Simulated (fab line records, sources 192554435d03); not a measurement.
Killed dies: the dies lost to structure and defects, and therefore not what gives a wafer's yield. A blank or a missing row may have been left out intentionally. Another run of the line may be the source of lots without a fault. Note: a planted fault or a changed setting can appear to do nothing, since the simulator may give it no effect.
Struck lot and sound lot, side by side -- flow n5-finfet -- 38 steps out of a route of 1938
Sound: the wafers L187.1, L187.3, L187.5. Wafers L191.2, L191.5, L191.6 were the ones struck. The cause is given at the end.
For every step that has rows: the tool of each side, followed by ch and its chambers, followed by its first start. Under that, the readings that differ: sound wafers -- struck wafers -- difference of the means -- sigmas: that difference in standard deviations of wafers without a fault.
alike: readings with means less than 2 such deviations apart, plus words and numbers identical on both sides. not compared: withheld readings, readings lacking a value on some wafer, bounds such as >300 that could conceal the same value, and numbers that have no deviation in the record and whose values overlap.
The two part at a step that has a row with sigmas, a row that says differs or no value, or rows on one side only. When numbers do not overlap yet have no deviation, they are printed without sigmas and do not part them. A reading that every wafer of one side lacks parts them only if that side has two wafers or more.

first, 9 steps without rows for these wafers: N5_SD_EPI_N_DESCUM_14 (chemistry O2, time 7.9 s); N5_SD_EPI_N_ETCH_34 (etches SiARC in CF4, target depth 45.5 nm, time 75.8 s); N5_SD_EPI_N_ETCH_35 (etches SOC in N2/H2, overetch 108 nm, time 486 s); N5_SD_EPI_N_STRIP_36 (strips in N2/H2); N5_SD_EPI_N_ETCHBACK_44 (etches SiNx in CH3F/O2, stops on SiO2, target depth 14.5 nm); N5_SD_EPI_N_ETCH_45 (etches SiOCN in CH3F/O2, target depth 6 nm); N5_SD_EPI_N_ETCH_16 (etches SiO2 in CHF3/O2, target depth 5 nm); N5_SD_EPI_N_STRIP_47 (strips in CHF3/O2); N5_SD_EPI_N_SD_RECESS_17 (chemistry HBr/Cl2/O2, target depth 41 nm, time 23.7 s, bt time 3 s).
N5_SD_EPI_N_STRIP_38: strips in N2/H2.
  sound on plasma-asher-02 ch 0,1, day 5 17:19; struck on plasma-asher-02 ch 0,1, day 6 12:56
  alike: drypump-motor-current-A, heater-power-w, oes-product-au
  not compared: rf-hours-counter-h
then, 10 steps without rows for these wafers: N5_SD_EPI_N_WET_ETCH_43 (etches SiO2 in dHF, time 14 s, target depth 1.5 nm); N5_SD_EPI_N_STRIP_18 (strips in SPM, time 750 s); N5_SD_EPI_N_SRD_20 (time 30 s); N5_SD_EPI_N_PRECLEAN_48 (cleans in NF3:NH3, afs cycles 2, time 20 s, sublimation time 60 s); N5_SD_EPI_N_VAPOR_ETCH_50 (etches Si in HCl, time 54 s); N5_SD_EPI_N_EPI_21 (deposits Si:P, time 690 s); N5_SD_EPI_N_PRECLEAN_24 (cleans in O3/DIW, time 60 s); N5_SD_EPI_N_SRD_25 (time 30 s); N5_SD_EPI_N_PRECLEAN_49 (cleans in NF3:NH3, afs cycles 1, time 20 s, sublimation time 60 s); N5_SD_EPI_N_LINER_46 (material SiNx, target thk 3 nm).
N5_SD_EPI_N_INSPECT_26: inspects for defects (darkfield).
  sound on defect-inspect-02 at day 5 21:05; struck on defect-inspect-02 at day 6 16:52
reading,sound,struck,difference,sigmas
raw-defect-count,214 264 275,568 596 647,+353,+9
then, 8 steps without rows for these wafers: N5_SD_EPI_P_COAT_34 (time 60 s, resist thk 350 nm); N5_SD_EPI_P_COAT_35 (time 60 s, resist thk 35 nm); N5_SD_EPI_P_COAT_03 (resist thk 150 nm); N5_SD_EPI_P_EBR_05; N5_SD_EPI_P_SOFTBAKE_04 (time 60 s); N5_SD_EPI_P_EXPOSE_06 (exposes mask SD P BLK, target cd 240 nm); N5_SD_EPI_P_PEB_07 (peb time 60 s); N5_SD_EPI_P_DEVELOP_08 (develop time 30 s).
N5_SD_EPI_P_INSPECT_11: inspects for defects (macro).
  sound on defect-inspect-01 at day 5 21:32; struck on defect-inspect-02 at day 6 17:11
reading,sound,struck,difference,sigmas
raw-defect-count,3 3 2,>300 >300 >300,differs,
then, 6 steps without rows for these wafers: N5_SD_EPI_P_DESCUM_14 (chemistry O2, time 7.9 s); N5_SD_EPI_P_ETCH_36 (etches SiARC in CF4, target depth 45.5 nm, time 75.8 s); N5_SD_EPI_P_ETCH_37 (etches SOC in N2/H2, overetch 108 nm, time 486 s); N5_SD_EPI_P_STRIP_38 (strips in N2/H2); N5_SD_EPI_P_ETCHBACK_46 (etches SiNx in CH3F/O2, stops on SiO2, target depth 17.5 nm); N5_SD_EPI_P_ETCH_47 (etches SiOCN in CH3F/O2, target depth 25 nm).
N5_SD_EPI_P_INSPECT_26: inspects for defects (darkfield).
  sound on defect-inspect-02 at day 6 01:20; struck on defect-inspect-01 at day 6 20:56
reading,sound,struck,difference,sigmas
raw-defect-count,221 220 266,530 564 636,+341,+9
-- a jump in the record: the struck wafers' starts before and after are 10 days apart (it breaks off in module SD_EPI_P and resumes in module PASSIVATION, where the first step shown is number 1936 of the route) --
N5_PASSIVATION_PROBE_49:
  rows exist in the record for the struck wafers here (prober-01, day 16 19:28), but not for the sound ones

WHERE THEY PART
First at N5_SD_EPI_N_INSPECT_26; last, within this record, at N5_PASSIVATION_PROBE_49.

WHY: the cause the simulator had injected
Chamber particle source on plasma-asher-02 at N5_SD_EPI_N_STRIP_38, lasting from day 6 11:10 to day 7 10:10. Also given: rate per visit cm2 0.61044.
